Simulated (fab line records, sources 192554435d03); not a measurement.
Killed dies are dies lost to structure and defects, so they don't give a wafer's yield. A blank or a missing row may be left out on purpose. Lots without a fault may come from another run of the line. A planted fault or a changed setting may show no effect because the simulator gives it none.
Split-lot experiment | flow n5_finfet | 7 lots, 21 wafers read, on a route of 1938 steps

THE SPLIT
At N5_BEOL_M4_ILD_DEP_00 (deposits SiOC from DEMS/O2, target thk 79 nm, time 15.3 s), the setting time_s was moved away from the recipe's 15.3 s on 2 of the 21 wafers read, by +5.2% to +6.2%. The other wafers ran this setting at the recipe's value.

The file shows no step between the split and the reading.

THE READING
M4_ILD_THK, in nm, at N5_BEOL_M4_THK_MEAS_01. Fault-free wafers of this fab line usually give 78.7 nm, standard deviation 0.97 nm.

wafer  | tool, chamber at the split | time_s as run, s | against the recipe | M4_ILD_THK, nm | against lot-mates on the recipe
L075.1 | pecvd-04, 2                | 15.3             | recipe             | 77.8           | -
L075.3 | pecvd-04, 0                | 15.3             | recipe             | 78.1           | -
L075.6 | pecvd-04, 2                | 15.3             | recipe             | 78.9           | -
L076.4 | pecvd-04, 1,0              | 15.3             | recipe             | 78.8           | -
L076.5 | pecvd-04, 1,0              | 15.3             | recipe             | 78.8           | -
L076.6 | pecvd-04, 2                | 15.3             | recipe             | 79.3           | -
L084.1 | pecvd-04, 2                | 16.25            | +6.2%              | 83.1           | +5.4
L084.2 | pecvd-04, 1                | 15.3             | recipe             | 77.4           | -
L084.3 | pecvd-04, 0                | 15.3             | recipe             | 78.0           | -
L087.1 | pecvd-03, 2                | 15.3             | recipe             | 79.8           | -
L087.2 | pecvd-03, 1                | 15.3             | recipe             | 79.3           | -
L087.6 | pecvd-03, 0                | 15.3             | recipe             | 80.2           | -
L092.2 | pecvd-03, 1                | 15.3             | recipe             | 78.9           | -
L092.3 | pecvd-03, 0                | 16.1             | +5.2%              | 82.0           | +2.5
L092.6 | pecvd-03, 2                | 15.3             | recipe             | 80.1           | -
L090.1 | pecvd-04, 1                | 15.3             | recipe             | 78.0           | -
L090.3 | pecvd-04, 2                | 15.3             | recipe             | 77.6           | -
L090.6 | pecvd-04, 2                | 15.3             | recipe             | 79.2           | -
L097.1 | pecvd-04, 1                | 15.3             | recipe             | 78.1           | -
L097.5 | pecvd-04, 1                | 15.3             | recipe             | 78.7           | -
L097.6 | pecvd-04, 2                | 15.3             | recipe             | 78.4           | -
Where a row lists several chambers, the file gives one row for several wafers and doesn't say which wafer went through which chamber.

THE FIT
A straight line over all 21 wafers: M4_ILD_THK changes by +0.676 nm for each +1% of time_s; r = +0.83; the points scatter about the line by 0.8 nm.
The same after taking each lot's own level away (the mean of its wafers on the recipe; 21 wafers): +0.709 nm for each +1%; r = +0.91; scatter 0.57 nm.
On that fit, the largest move of time_s shifts the reading by 4.4 nm.
The lots' own levels span 77.70 to 79.77 nm, that is 2.1 times the standard deviation above.
So the lot-to-lot level changes the slope little: the two slopes agree.
Check: with one of the wafers moved furthest among these (+6.2%) left out of the fit, the line predicts +2.97 nm for it against its lot-mates. It came out at +5.4 nm against them.

OTHER SPLITS ON THESE WAFERS
These wafers also went through other splits before the reading. Each is held against what the fit with the lots' levels taken away leaves over:
other split on the same wafers     | wafers away from the commonest value | r with M4_ILD_THK (lot level and that fit taken away)
N5_BEOL_M1_COAT_62 spin_rpm        | 5                                    | -0.47
N5_BEOL_M1_ETCH_70 time_s          | 5                                    | +0.08
N5_BEOL_M1_TRENCH_ETCH_37 time_s   | 6                                    | +0.04
N5_BEOL_M2_ALD_98 ald_cycles       | 10                                   | +0.15
N5_BEOL_M2_TRENCH_ETCH_37 source_w | 8                                    | +0.13

THE WHOLE CHAIN: every reading that the file lists as answering this split, in the file's order
step                   | what it does                                              | reading                                                                            | change (the file's fit)               | r (the file's)
N5_BEOL_M4_ILD_DEP_00  | deposits SiOC from DEMS/O2, target thk 79 nm, time 15.3 s | SiOC_of_BEOL_M4_ILD_DEP_00.thk_nm (the simulator's own value, which no gauge read) | +0.706 nm for each +1% of the setting | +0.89
N5_BEOL_M4_THK_MEAS_01 |                                                           | M4_ILD_THK                                                                         | +0.704 for each +1% of the setting    | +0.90

THE FILE'S OWN FIT
M4_ILD_THK changes by +0.704 nm for each +1% of time_s, r = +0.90.
